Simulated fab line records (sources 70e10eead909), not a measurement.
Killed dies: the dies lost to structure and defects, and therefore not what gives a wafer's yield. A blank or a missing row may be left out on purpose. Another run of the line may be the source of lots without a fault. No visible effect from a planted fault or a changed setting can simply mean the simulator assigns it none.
Chamber matching | flow nand-harc | NHARC_P_M1_PRE_CLEAN_32 on pecvd-01: 3 sister chambers
The step time 12 s. 3 wafers are shown with their chamber, then 9 later ones without.

WAFERS, EACH WITH ITS CHAMBER
wafer  | chamber | heater-power-w (W)
L081.2 | 0       | 596
L088.2 | 1       | 784
L088.4 | 2       | 665

WAFERS WITH NO CHAMBER GIVEN
wafer  | heater-power-w (W)
L090.4 | 732
L090.5 | 585
L090.6 | 625
L096.1 | 686
L096.4 | 660
L096.6 | 632
L095.3 | 653
L095.4 | 611
L095.6 | 639

WHICH CHAMBER EACH ONE RAN IN
wafer  | from the rows above     | in truth
L090.4 | can't be placed: 1 or 2 | 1
L090.5 | 0                       | 0
L090.6 | can't be placed: 0 or 2 | 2
L096.1 | 2                       | 2
L096.4 | 2                       | 2
L096.6 | can't be placed: 2 or 0 | 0
L095.3 | can't be placed: 2 or 0 | 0
L095.4 | can't be placed: 0 or 2 | 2
L095.6 | can't be placed: 2 or 0 | 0
Correctly placed: 3 of 9. Unplaceable from these rows: 6, with the true chamber sitting among the candidates in 6. Wrongly placed: 0.
How it was worked out, from the rows above alone: a wafer's distance from a chamber is the root of the sum, over the readings, of the square of ((its reading less the chamber's mean) divided by the reading's scatter). If the next closest chamber is less than 2 further off than the closest, the wafer can't be placed; otherwise it belongs to the closest. A chamber's mean is the mean of its shown wafers. The scatter (one wafer shown for each chamber): square how far every hidden wafer sits from the nearest shown wafer, average those squares and take the square root.
